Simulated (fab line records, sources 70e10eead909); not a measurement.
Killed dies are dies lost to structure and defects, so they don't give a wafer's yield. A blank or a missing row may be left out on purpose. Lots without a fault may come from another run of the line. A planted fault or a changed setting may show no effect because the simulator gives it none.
Chamber matching | flow nand_harc | NHARC_A_STAIRCASE_DESCUM_291 on rie_diel-03: 4 sister chambers
The step chemistry O2, time 3 s. 4 wafers are shown with their chamber, then 12 later ones without.

WAFERS WITH THEIR CHAMBER
wafer  | chamber | drypump_motor_current_A (A)
L086.6 | 3       | 6.7
L088.3 | 1       | 6.1
L088.4 | 2       | 6.0
L088.5 | 0       | 5.7

WAFERS WITHOUT THEIR CHAMBER
wafer  | drypump_motor_current_A (A)
L091.2 | 6.1
L091.4 | 6.1
L091.5 | 5.7
L093.1 | 6.0
L093.4 | 6.6
L093.5 | 6.1
L095.2 | 6.0
L095.3 | 6.7
L095.6 | 6.1
L094.1 | 6.1
L094.2 | 6.1
L094.4 | 6.1

WHICH CHAMBER EACH WENT THROUGH
wafer  | from the rows above | in truth
L091.2 | 1                   | 1
L091.4 | 1                   | 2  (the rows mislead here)
L091.5 | 0                   | 0
L093.1 | 2                   | 2
L093.4 | 3                   | 3
L093.5 | 1                   | 1
L095.2 | 2                   | 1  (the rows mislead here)
L095.3 | 3                   | 3
L095.6 | 1                   | 1
L094.1 | 1                   | 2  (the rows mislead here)
L094.2 | 1                   | 1
L094.4 | 1                   | 1
Placed correctly: 9 of 12. Can't be placed from these rows: 0. Placed wrongly: 3.
How it was worked out, from the rows above alone: a wafer's distance from a chamber is the root of the sum, over the readings, of the square of ((its reading less the chamber's mean) divided by the reading's scatter). The wafer belongs to the nearest chamber; if the next one is less than 2 further off, it can't be placed. A chamber's mean is the mean of its shown wafers. The scatter: with one shown wafer a chamber, the root of the mean of the squares of how far each hidden wafer lies from its nearest shown one.
